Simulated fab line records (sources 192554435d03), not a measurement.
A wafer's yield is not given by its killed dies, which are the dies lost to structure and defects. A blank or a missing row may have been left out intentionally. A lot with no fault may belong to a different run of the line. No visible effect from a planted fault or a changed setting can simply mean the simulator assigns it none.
Which of the tools did it?    flow n5 finfet    Sampling: 24 lots, 72 wafers, 4 of 1938 route steps

WHAT THE GAUGES SHOWED, per wafer
N5_BEOL_M9_CD_MEAS_28 targets a cd of 70 nm.
lot   measured      on         cd nm (nm)
L075  day 10 08:55  cd sem-02  70.41 70.07 69.91
L074  day 10 21:55  cd sem-02  69.88 69.63 70.07
L077  day 11 08:11  cd sem-02  69.83 70.16 69.95
L076  day 11 10:18  cd sem-01  70.24 70.58 70.15
L078  day 12 01:02  cd sem-03  70.15 70.19 70.40
L079  day 12 10:34  cd sem-01  70.11 69.92 70.45
L082  day 12 12:56  cd sem-02  70.00 69.68 69.89
L081  day 12 19:41  cd sem-01  70.06 69.82 70.36
L080  day 13 04:07  cd sem-02  70.05 70.16 69.60
L083  day 13 05:11  cd sem-02  69.63 69.85 69.85
L084  day 13 05:25  cd sem-01  69.62 69.42 69.91
L085  day 13 08:20  cd sem-02  70.37 70.16 70.06
L086  day 13 12:44  cd sem-02  70.24 70.24 69.83
L088  day 14 09:50  cd sem-03  69.77 69.76 69.58
L087  day 14 17:29  cd sem-03  69.61 69.39 69.81
L091  day 14 18:57  cd sem-01  70.00 69.86 69.57
L089  day 15 06:08  cd sem-03  70.46 70.15 69.99
L090  day 15 21:35  cd sem-01  70.01 70.06 70.23
L093  day 16 05:05  cd sem-01  69.90 69.77 69.63
L092  day 16 05:16  cd sem-02  69.51 69.84 69.91
L094  day 17 00:27  cd sem-02  69.51 69.82 69.69
L096  day 17 02:15  cd sem-02  70.16 70.09 69.81
L097  day 17 05:10  cd sem-01  69.71 69.98 70.18
L095  day 17 05:21  cd sem-01  70.03 70.02 69.70

N5_BEOL_M9_OVL_MEAS_29.
lot   measured      on          V8_OVL (nm)
L075  day 10 08:57  overlay-01  -1.3 0.3 -0.4
L074  day 10 21:57  overlay-02  0.4 -0.3 0.7
L077  day 11 08:14  overlay-02  -0.2 1.4 0.5
L076  day 11 10:20  overlay-01  -0.7 -0.3 0.3
L078  day 12 01:04  overlay-01  0.0 -0.9 0.3
L079  day 12 10:37  overlay-02  -0.3 -0.8 0.3
L082  day 12 12:59  overlay-01  -1.2 -0.3 -0.6
L081  day 12 19:44  overlay-01  1.1 1.0 0.5
L080  day 13 04:09  overlay-01  0.2 -1.3 -0.6
L083  day 13 05:13  overlay-01  0.4 0.7 1.3
L084  day 13 05:26  overlay-01  0.0 -0.2 -0.6
L085  day 13 08:22  overlay-01  -1.1 -0.1 -0.6
L086  day 13 12:46  overlay-01  0.9 -0.2 0.4
L088  day 14 09:53  overlay-02  0.4 0.4 -0.1
L087  day 14 17:31  overlay-02  -0.7 0.0 -0.9
L091  day 14 18:59  overlay-02  -0.8 0.3 -0.2
L089  day 15 06:11  overlay-01  0.5 -0.1 -0.1
L090  day 15 21:37  overlay-01  -0.8 -1.2 -0.3
L093  day 16 05:07  overlay-01  -0.1 -1.0 -1.2
L092  day 16 05:18  overlay-01  -0.7 -0.3 0.7
L094  day 17 00:29  overlay-01  0.6 0.7 0.8
L096  day 17 02:17  overlay-02  -0.2 -0.5 -0.4
L097  day 17 05:13  overlay-01  0.3 -0.5 1.8
L095  day 17 05:23  overlay-01  0.8 0.5 -1.0

N5_BEOL_M9_RS_MEAS_57: uses a four-point probe to measure.
lot   measured      on             M9_RS (ohm/sq)
L075  day 10 14:37  film metro-01  0.155 0.146 0.150
L074  day 11 06:39  film metro-02  0.150 0.154 0.152
L077  day 11 14:16  film metro-01  0.154 0.153 0.154
L076  day 11 16:43  film metro-02  0.148 0.157 0.152
L078  day 12 04:47  film metro-02  0.149 0.147 0.154
L079  day 12 13:25  film metro-01  0.153 0.143 0.155
L082  day 12 17:45  film metro-02  0.151 0.152 0.147
L081  day 12 22:52  film metro-02  0.146 0.153 0.154
L080  day 13 07:38  film metro-02  0.150 0.156 0.154
L083  day 13 08:14  film metro-01  0.152 0.152 0.149
L084  day 13 09:25  film metro-01  0.152 0.152 0.145
L085  day 13 11:49  film metro-02  0.154 0.152 0.153
L086  day 13 15:46  film metro-02  0.147 0.156 0.152
L088  day 14 13:16  film metro-02  0.144 0.147 0.153
L087  day 14 20:20  film metro-02  0.154 0.155 0.153
L091  day 14 23:02  film metro-02  0.151 0.151 0.152
L089  day 15 11:43  film metro-02  0.148 0.152 0.148
L090  day 16 02:15  film metro-02  0.150 0.154 0.157
L093  day 16 08:44  film metro-01  0.154 0.150 0.144
L092  day 16 12:33  film metro-01  0.150 0.153 0.151
L094  day 17 04:53  film metro-01  0.155 0.150 0.154
L096  day 17 07:20  film metro-01  0.148 0.150 0.150
L097  day 17 08:32  film metro-02  0.151 0.151 0.148
L095  day 17 09:01  film metro-01  0.148 0.151 0.155

N5_BEOL_M10_OVL_MEAS_12.
lot   measured      on          M10_OVL (nm)
L075  day 10 17:30  overlay-02  -0.3 -0.2 -0.2
L074  day 11 08:20  overlay-01  -0.3 -0.3 0.3
L077  day 11 16:23  overlay-02  0.8 0.7 0.5
L076  day 11 22:32  overlay-01  -1.1 0.8 -0.2
L078  day 12 07:31  overlay-01  -0.2 -0.4 0.1
L079  day 12 16:38  overlay-01  0.4 -0.4 -0.6
L082  day 12 21:32  overlay-02  -0.2 0.8 0.6
L081  day 13 01:11  overlay-01  0.0 1.1 1.0
L080  day 13 09:24  overlay-02  -1.0 -0.2 0.0
L083  day 13 09:46  overlay-02  -1.3 -1.1 -0.8
L084  day 13 10:49  overlay-02  -0.1 -1.1 -0.6
L085  day 13 13:44  overlay-01  -0.4 -1.2 -1.5
L086  day 13 17:37  overlay-02  -1.5 -1.4 -1.0
L088  day 14 15:16  overlay-02  0.7 0.8 1.1
L087  day 14 22:08  overlay-01  -1.9 -2.3 -0.5
L091  day 15 01:20  overlay-01  -0.1 -0.1 0.4
L089  day 15 13:31  overlay-01  -1.0 -1.7 -0.1
L090  day 16 05:38  overlay-02  -0.6 -1.3 -1.0
L093  day 16 10:23  overlay-02  -0.1 1.5 -0.4
L092  day 16 14:47  overlay-02  -0.8 -1.0 -1.8
L094  day 17 06:48  overlay-01  0.5 0.1 -0.1
L096  day 17 12:56  overlay-01  -1.0 -1.5 -1.2
L097  day 17 13:17  overlay-01  -0.6 0.8 0.4
L095  day 17 14:20  overlay-01  0.7 -1.3 -0.1

WHICH TOOL RAN EACH LOT (tool, then ch and the chambers of the sampled wafers, then the start)
The record shows no process step preceding these readings.

WHAT THE TOOLS THEMSELVES READ (means of the sampled wafers that have a number; where no wafer has one, the mark that the record gives instead)
The record holds no such reading with a usual standard deviation.

THE ANSWER, worked out from the rows above alone
Rule: the usual values come from the lots themselves. The widest of any qualifying gaps counts: lots, ordered by their means at a reading, are off when they make up no more than a third of the lots, leave a main group of 4 or more, and stand apart from it by 3 or more times the standard deviation of that group's means. Not used: any main group whose means are identical at the precision the tables above print for the reading. Also off: a lot with no number at a reading for which 4 or more lots have one. Where the step has rows for the other lots, those lots are counted as sound. After the gauges, taken in route order, come the tools' own readings; for these a lot's mean is taken, as printed above. The first step at which some lot is off is used, and at that step the reading that is off furthest; a lot without a number counts as furthest.
None of the lots is off at any reading shown; this tells nothing.

WHAT THE SIMULATOR HAD INSERTED
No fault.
